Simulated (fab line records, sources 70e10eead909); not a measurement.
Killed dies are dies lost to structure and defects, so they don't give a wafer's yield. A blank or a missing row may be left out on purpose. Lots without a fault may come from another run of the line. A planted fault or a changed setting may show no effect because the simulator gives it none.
Chamber matching | flow nand_harc | NHARC_A_STAIRCASE_CMP_152 on cmp-03: 4 sister chambers
The step polishes. 24 wafers are shown with their chamber, then 12 later ones without.

WAFERS WITH THEIR CHAMBER
wafer  | chamber | motor_current_A (A)
L076.4 | 3       | 11.6
L076.5 | 1       | 15.3
L076.6 | 0       | 11.6
L078.1 | 3       | 11.8
L078.5 | 3       | 11.6
L078.6 | 2       | 14.0
L077.1 | 2       | 13.5
L077.4 | 3       | 12.0
L077.6 | 0       | 11.1
L081.2 | 2       | 14.0
L081.3 | 3       | 11.8
L081.6 | 2       | 14.1
L083.1 | 3       | 12.3
L083.2 | 1       | 15.2
L083.6 | 0       | 11.7
L088.2 | 0       | 11.3
L088.3 | 1       | 14.7
L088.6 | 2       | 14.1
L086.1 | 1       | 15.0
L086.2 | 3       | 12.1
L086.5 | 0       | 11.3
L090.1 | 0       | 11.9
L090.3 | 1       | 14.8
L090.6 | 3       | 12.5

SIGNATURES (means of the wafers above)
reading         | chamber 0 | chamber 1 | chamber 2 | chamber 3 | scatter within a chamber
motor_current_A | 11.483    | 15.000    | 13.940    | 11.963    | 0.291
Rule: a wafer's distance from a chamber is the root of the sum, over the readings, of the square of ((its reading less the chamber's mean) divided by the reading's scatter). The wafer belongs to the nearest chamber; if the next one is less than 2 further off, it can't be placed. The scatter: the root of (the sum of the squares of (reading less its chamber's mean) over the shown wafers, divided by (wafers less chambers)).

WAFERS WITHOUT THEIR CHAMBER
wafer  | motor_current_A (A)
L091.4 | 14.3
L091.5 | 13.7
L091.6 | 11.9
L093.2 | 15.4
L093.3 | 13.4
L093.4 | 11.2
L092.3 | 14.0
L092.4 | 11.8
L092.6 | 12.1
L095.1 | 14.5
L095.3 | 14.2
L095.6 | 11.3

WHICH CHAMBER EACH WENT THROUGH
wafer  | from the rows above     | in truth
L091.4 | can't be placed: 2 or 1 | 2
L091.5 | 2                       | 2
L091.6 | can't be placed: 3 or 0 | 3
L093.2 | 1                       | 1
L093.3 | 2                       | 2
L093.4 | can't be placed: 0 or 3 | 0
L092.3 | 2                       | 2
L092.4 | can't be placed: 3 or 0 | 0
L092.6 | can't be placed: 3 or 0 | 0
L095.1 | can't be placed: 1 or 2 | 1
L095.3 | can't be placed: 2 or 1 | 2
L095.6 | can't be placed: 0 or 3 | 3
Placed correctly: 4 of 12. Can't be placed from these rows: 8 (the true chamber is among the candidates in 8). Placed wrongly: 0.
